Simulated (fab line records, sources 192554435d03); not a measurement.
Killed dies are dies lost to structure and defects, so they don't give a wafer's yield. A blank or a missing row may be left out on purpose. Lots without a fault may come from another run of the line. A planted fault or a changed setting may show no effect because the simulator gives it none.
fab line records | flow n5_finfet
record lots=6 wafers=18 last_day=18
route steps=1938 shown BEOL_M5@1192 BEOL_M6@1194
lots that met no fault: from a run of the same line without faults
start_h: hours from the record's first day to the start of the lot's first wafer shown | wait_h: hours since the lot's step before | " the same as in the row above | L1.1+2: a row that stands for several wafers | - no value, or no start given | * or withheld: withheld | < > ~ a bound
route shown NAME@n: a module of which the file shows steps, and the number in the route of the first | usual: mean/standard deviation of fault-free wafers | same: alike in all rows | chamber/n: place in a boat | sites: the reading at each site | _std_site: their standard deviation | _edge_site: outer sites' mean less inner sites' | radius_mm: how far each site lies from the wafer's centre | mask NAME#n: copy n | behind: the tool/chamber that last shaped the wafer | hold: why the lot was held/for how many hours/how that ended | device: the transistor (n, p or np) that didn't switch | end of line: the same wafers' tests at the end of the route | a step without rows: its recipe alone | killed: dies lost to structure and defects at the first sort, not the wafer's yield | map: a wafer's dies, x killed, . not, _ none there
set.NAME: the setting as run; set.NAME@STEP: as run at that earlier step | model.NAME: the simulator's own value behind a step, which no gauge read
lots at some steps of the route; a table a step, a row a wafer
services: from which hour (start_h, from the record's first day; less than 0 if before it) a tool's chamber was out of use, for how many hours, and why
## steps
# step N5_BEOL_M5_RS_MEAS_57
# recipe thk_meas_gauge=four-point-probe reads=Co_of_BEOL_M5_CO_CAP_78+Cu_of_BEOL_M5_ECD_50+Co_of_BEOL_M5_CVD_47+TaN_of_BEOL_M5_ALD_86
# usual M5_RS=0.386/0.013
# columns lot.wafer tool chamber start_h wait_h M5_RS[ohm/sq]
L504.1 film_metro-01 - 234.06 0.0 0.375
L504.5 " - " " 0.379
L504.6 " - " " 0.373
L506.1 film_metro-01 - 248.70 0.0 0.388
L506.4 " - " " 0.367
L506.6 " - " " 0.381
L514.1 film_metro-02 - 310.13 0.0 0.392
L514.3 " - " " 0.380
L514.6 " - " " 0.379
L515.1 film_metro-02 - 319.29 0.0 0.384
L515.2 " - " " 0.398
L515.4 " - " " 0.404
L516.2 film_metro-02 - 331.13 0.1 0.379
L516.3 " - " " 0.364
L516.6 " - " " 0.382
L517.2 film_metro-02 - 340.63 0.1 0.366
L517.3 " - " " 0.388
L517.4 " - " " 0.406
# step N5_BEOL_M6_ILD_DEP_00
# recipe material=SiCOH_lowk target_thk_a=1797.5 temp_c=300 precursor=DEMS/porogen pressure_torr=5 rf_w=500 time_s=33.4
# usual heater_power_w=320/58 showerhead_plenum_p_Torr=5.728/0.015 throttle_valve_pct=13.8/0.91
# columns lot.wafer tool chamber start_h wait_h heater_power_w showerhead_plenum_p_Torr throttle_valve_pct
L504.1 pecvd-02 2 234.13 0.0 256 5.735 12.6
L504.5 " 1 " " 267 5.739 13.6
L504.6 " 2 " " 255 5.747 12.7
L506.1 pecvd-04 2 248.76 0.0 285 5.722 13.0
L506.4 " 0 " " 322 5.732 15.9
L506.6 " 2 " " 289 5.748 13.1
L514.1 pecvd-02 2 310.19 0.0 254 5.752 12.8
L514.3 " 1 " " 230 5.734 13.7
L514.6 " 0 " " 281 5.746 14.5
L515.1 pecvd-04 2 319.36 0.0 306 5.723 13.3
L515.2 " 0 " " 313 5.719 15.8
L515.4 " 0 " " 318 5.712 15.7
L516.2 pecvd-01 0 331.19 0.0 262 5.707 13.2
L516.3 " 2 " " 435 5.711 14.4
L516.6 " 1 " " 370 5.690 13.9
L517.2 pecvd-04 2 340.69 0.0 341 5.730 13.5
L517.3 " 0 " " 342 5.722 15.8
L517.4 " 2 " " 347 5.745 13.4
# step N5_BEOL_M6_CURE_74
# recipe temp_c=385 time_s=240 ambient=He/Ar material=SiCOH_lowk
# usual lamp_power_pct=52.31/0.052 wafer_temp_C_max=387.0/0.47
# columns lot.wafer tool chamber start_h wait_h lamp_power_pct wafer_temp_C_max
L504.1 uv_cure-02 2 234.19 0.0 52.31 387.2
L504.5 " 2 " " 52.35 387.1
L504.6 " 2 " " 52.28 387.5
L506.1 uv_cure-02 2 248.82 0.0 52.24 387.6
L506.4 " 2 " " 52.37 387.5
L506.6 " 2 " " 52.29 386.8
L514.1 uv_cure-03 2 310.26 0.0 52.37 387.3
L514.3 " 2 " " 52.24 386.6
L514.6 " 2 " " 52.24 386.6
L515.1 uv_cure-02 1 319.42 0.0 52.29 386.4
L515.2 " 1 " " 52.36 386.5
L515.4 " 1 " " 52.34 386.4
L516.2 uv_cure-03 1 331.34 0.1 52.29 387.4
L516.3 " 1 " " 52.28 386.6
L516.6 " 1 " " 52.25 387.0
L517.2 uv_cure-03 2 340.83 0.1 52.37 387.2
L517.3 " 2 " " 52.28 387.3
L517.4 " 2 " " 52.22 387.1
# step N5_BEOL_M6_THK_MEAS_01
# recipe reads=SiCOH_lowk_of_BEOL_M6_ILD_DEP_00
# usual M6_ILD_THK=155.4/2.1
# columns lot.wafer tool chamber start_h wait_h M6_ILD_THK[nm]
L504.1 film_metro-01 - 234.70 0.4 158.0
L504.5 " - " " 155.5
L504.6 " - " " 158.8
L506.1 film_metro-02 - 249.34 0.4 153.0
L506.4 " - " " 153.9
L506.6 " - " " 157.2
L514.1 film_metro-01 - 311.25 0.8 155.4
L514.3 " - " " 155.1
L514.6 " - " " 157.6
L515.1 film_metro-02 - 319.93 0.4 150.2
L515.2 " - " " 152.8
L515.4 " - " " 154.9
L516.2 film_metro-02 - 331.77 0.4 156.6
L516.3 " - " " 155.5
L516.6 " - " " 158.2
L517.2 film_metro-02 - 341.27 0.4 152.2
L517.3 " - " " 151.8
L517.4 " - " " 152.7
# step N5_BEOL_M6_PECVD_70
# recipe material=SiO2 target_thk_a=200 temp_c=400 precursor=TEOS/O2 pressure_torr=5.5 rf_w=450 teos_flow_sccm=53.8 gas=O2 flow_sccm=3000 time_s=22.7
# usual heater_power_w=697/99 showerhead_plenum_p_Torr=8.76/0.056 throttle_valve_pct=22.3/1.6
# columns lot.wafer tool chamber start_h wait_h heater_power_w showerhead_plenum_p_Torr throttle_valve_pct
L504.1 pecvd-01 0 234.74 0.0 580 8.70 21.4
L504.5 " 2 " " 1044 8.72 22.8
L504.6 " 1 " " 805 8.65 22.4
L506.1 pecvd-04 0 249.37 0.0 662 8.75 25.8
L506.4 " 0 " " 667 8.73 25.5
L506.6 " 1 " " 604 8.81 21.4
L514.1 pecvd-02 0 311.29 0.0 564 8.85 23.3
L514.3 " 1 " " 628 8.78 22.0
L514.6 " 1 " " 636 8.75 22.3
L515.1 pecvd-04 0 319.97 0.0 766 8.74 25.6
L515.2 " 1 " " 692 8.80 21.3
L515.4 " 0 " " 765 8.71 25.7
L516.2 pecvd-04 1 331.81 0.0 700 8.80 21.1
L516.3 " 2 " " 754 8.74 21.1
L516.6 " 2 " " 765 8.75 21.5
L517.2 pecvd-04 1 341.30 0.0 622 8.81 21.3
L517.3 " 2 " " 734 8.75 21.4
L517.4 " 2 " " 723 8.76 21.4
# step N5_BEOL_M6_HM_DEP_02
# recipe material=TiN target_thk_a=200 temp_c=25 chamber_pressure_pa=0.49996
# usual throttle_valve_pct=29.8/0.98
# columns lot.wafer tool chamber start_h wait_h throttle_valve_pct
L504.1 pvd_sputter-01 - 235.51 0.7 29.4
L504.5 " - " " 29.5
L504.6 " - " " 29.1
L506.1 pvd_sputter-01 - 250.81 1.4 30.4
L506.4 " - " " 30.6
L506.6 " - " " 29.2
L514.1 pvd_sputter-01 - 312.47 1.2 30.1
L514.3 " - " " 30.3
L514.6 " - " " 30.4
L515.1 pvd_sputter-02 - 321.15 1.2 27.9
L515.2 " - " " 29.9
L515.4 " - " " 28.4
L516.2 pvd_sputter-02 - 332.83 1.0 28.6
L516.3 " - " " 30.0
L516.6 " - " " 30.2
L517.2 pvd_sputter-03 - 341.91 0.6 30.3
L517.3 " - " " 31.1
L517.4 " - " " 28.8
# step N5_BEOL_M6_COAT_59
# recipe resist=SOC temp_c=250 time_s=60 spin_rpm=1500 resist_thk_nm=100
# step N5_BEOL_M6_COAT_60
# recipe resist=SiARC temp_c=220 time_s=60 spin_rpm=1500 resist_thk_nm=35
# step N5_BEOL_M6_COAT_05
# recipe resist=CAR-ArF spin_rpm=1500 resist_thk_nm=90
# step N5_BEOL_M6_EBR_07
# recipe solvent=PGMEA ebr_width_mm=1.5
# step N5_BEOL_M6_SOFTBAKE_06
# recipe temp_c=110 time_s=60 resist=CAR-ArF
# step N5_BEOL_M6_EXPOSE_08
# recipe mask_id=M6 na=1.35 source_shape=dipole sigma_inner=0.817 sigma_outer=0.97 polarization=te dose_mj=68.25
# usual dipole_opening_deg=35/0 exposure_dose_mJ_cm2=68.21/0.061 focus_offset_nm=0.0/0.53
# columns lot.wafer tool chamber start_h wait_h mask dipole_opening_deg exposure_dose_mJ_cm2 focus_offset_nm
L504.1 arfi_scanner-03 0 235.91 - M6#0 35 68.28 -0.7
L504.5 " 0 " " M6#0 35 68.21 -1.0
L504.6 " 0 " " M6#0 35 68.31 -1.1
L506.1 arfi_scanner-02 0 251.20 - M6#0 35 68.17 0.0
L506.4 " 0 " " M6#0 35 68.25 0.7
L506.6 " 0 " " M6#0 35 68.21 0.2
L514.1 arfi_scanner-02 - 312.71 - M6#0 - - -
L514.3 " - " " M6#0 - - -
L514.6 " - " " M6#0 - - -
L515.1 arfi_scanner-01 - 321.52 - M6#0 - - -
L515.2 " - " " M6#0 - - -
L515.4 " - " " M6#0 - - -
L516.2 arfi_scanner-02 0 333.22 - M6#0 35 68.20 0.2
L516.3 " 0 " " M6#0 35 68.15 -0.3
L516.6 " 0 " " M6#0 35 68.25 0.7
L517.2 arfi_scanner-02 0 342.16 - M6#0 35 68.19 -0.3
L517.3 " 0 " " M6#0 35 68.22 0.6
L517.4 " 0 " " M6#0 35 68.18 0.1
# step N5_BEOL_M6_PEB_09
# recipe peb_temp_c=withheld peb_time_s=60 resist=CAR-ArF
## services
# columns tool chamber start_h hours kind
pecvd-04 0 216.06 5.5 scheduled_down
arfi_scanner-03 - 216.87 0.8 pm
pecvd-04 1 226.55 5.5 scheduled_down
arfi_scanner-02 - 229.92 1.0 pm
arfi_scanner-01 - 233.34 85.2 repair
arfi_scanner-02 0 237.36 - calibration
pecvd-02 2 242.56 2.1 scheduled_down
arfi_scanner-02 - 245.71 0.2 repair
uv_cure-03 - 264.08 1.0 pm
pecvd-02 - 271.91 2.8 pm
arfi_scanner-03 - 274.95 0.5 repair
pecvd-01 1 276.15 2.1 scheduled_down
arfi_scanner-02 - 282.47 3.9 pm
pecvd-01 - 283.28 4.3 pm
arfi_scanner-02 - 305.72 1.3 pm
pvd_sputter-02 - 311.06 2.8 repair
arfi_scanner-03 - 312.43 1.3 pm
arfi_scanner-03 - 316.70 1.0 pm
arfi_scanner-01 - 318.57 1.3 pm
arfi_scanner-03 - 319.18 1.0 pm
arfi_scanner-01 - 319.87 1.0 pm
uv_cure-03 - 323.29 7.1 pm
arfi_scanner-02 - 329.26 0.4 repair
arfi_scanner-01 - 334.69 0.8 pm
## key
first_sign step=N5_BEOL_M6_EXPOSE_08 reading=tool_record direction=missing
effect none on later readings
met_at N5_BEOL_M6_EXPOSE_08
struck_wafers L514.1,L514.3,L514.6,L515.1,L515.2,L515.4
later_rows_left_out L514.1,L514.3,L514.6,L515.1,L515.2,L515.4
sort_left_out L514.1,L514.3,L514.6,L515.1,L515.2,L515.4
onset_between 251.20 312.71
earlier_fault kind=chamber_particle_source tool=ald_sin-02 chamber=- onset_h=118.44 steps=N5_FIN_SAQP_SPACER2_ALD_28 rate_per_visit_cm2=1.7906 end_h=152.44
fault kind=skipped_step_whole tool=arfi_scanner-01,arfi_scanner-02 chamber=- onset_h=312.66 steps=N5_BEOL_M6_EXPOSE_08 scope=struck_lots_only
# sort_left_out: the simulated sort isn't trusted on such a fault, so these wafers' sort isn't shown, and their yield isn't known
# later_rows_left_out: the simulator's readings of these wafers behind a module that went badly wrong aren't trusted and aren't shown, but for the sort
